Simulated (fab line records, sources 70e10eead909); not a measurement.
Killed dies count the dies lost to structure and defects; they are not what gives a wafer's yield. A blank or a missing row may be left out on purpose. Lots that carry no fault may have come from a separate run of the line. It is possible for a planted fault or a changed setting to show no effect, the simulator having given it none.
Matching of chambers    flow nand-harc    NHARC_P_GATE_DESCUM_48 on rie-diel-07 has 4 sister chambers
The step chemistry O2, time 3 s. 8 wafers are shown with their chamber, then 11 later ones without.

== EACH WAFER AND ITS CHAMBER ==
wafer   chamber  throttle-valve-pct (%)  rf-vpp-V (V)
L081.4  2        11.328                  57.6
L083.5  0        11.299                  57.3
L085.1  0        11.313                  58.1
L085.4  1        11.316                  58.7
L086.1  2        11.329                  58.4
L086.3  1        11.309                  57.9
L086.4  3        11.322                  56.8
L089.2  3        11.317                  57.5

== WAFERS WHOSE CHAMBER IS MISSING ==
wafer   throttle-valve-pct (%)  rf-vpp-V (V)
L089.3  11.321                  58.9
L089.6  11.314                  58.2
L090.1  11.298                  57.4
L090.3  11.307                  58.7
L090.5  11.320                  57.7
L092.1  11.306                  57.3
L092.2  11.319                  58.7
L092.3  11.315                  60.0
L095.1  11.311                  58.5
L095.3  11.319                  58.9
L095.5  11.320                  59.0

== CHAMBER TAKEN BY EACH ==
wafer   from the rows above                in truth
L089.3  can't be placed: 1 or 2 or 3 or 0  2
L089.6  can't be placed: 1 or 0 or 3       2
L090.1  can't be placed: 0 or 1            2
L090.3  can't be placed: 1 or 0            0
L090.5  can't be placed: 3 or 2 or 1 or 0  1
L092.1  can't be placed: 0 or 1 or 3       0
L092.2  can't be placed: 1 or 2 or 3 or 0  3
L092.3  can't be placed: 1 or 2 or 0       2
L095.1  can't be placed: 1 or 0            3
L095.3  can't be placed: 1 or 2 or 0 or 3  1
L095.5  can't be placed: 1 or 2 or 3 or 0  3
0 of 11 placed correctly. Cannot be placed on the basis of these rows: 11; the candidates contain the true chamber in 8. Number placed wrongly: 0.
How it was worked out, from the rows above alone: a wafer's distance from a chamber is the root of the sum, over the readings, of the square of ((its reading less the chamber's mean) divided by the reading's scatter). The wafer belongs to the nearest chamber; if the next one is less than 2 further off, it can't be placed. A chamber's mean is the mean of its shown wafers. The scatter: the root of (the sum of the squares of (reading less its chamber's mean) over the shown wafers, divided by (wafers less chambers)).
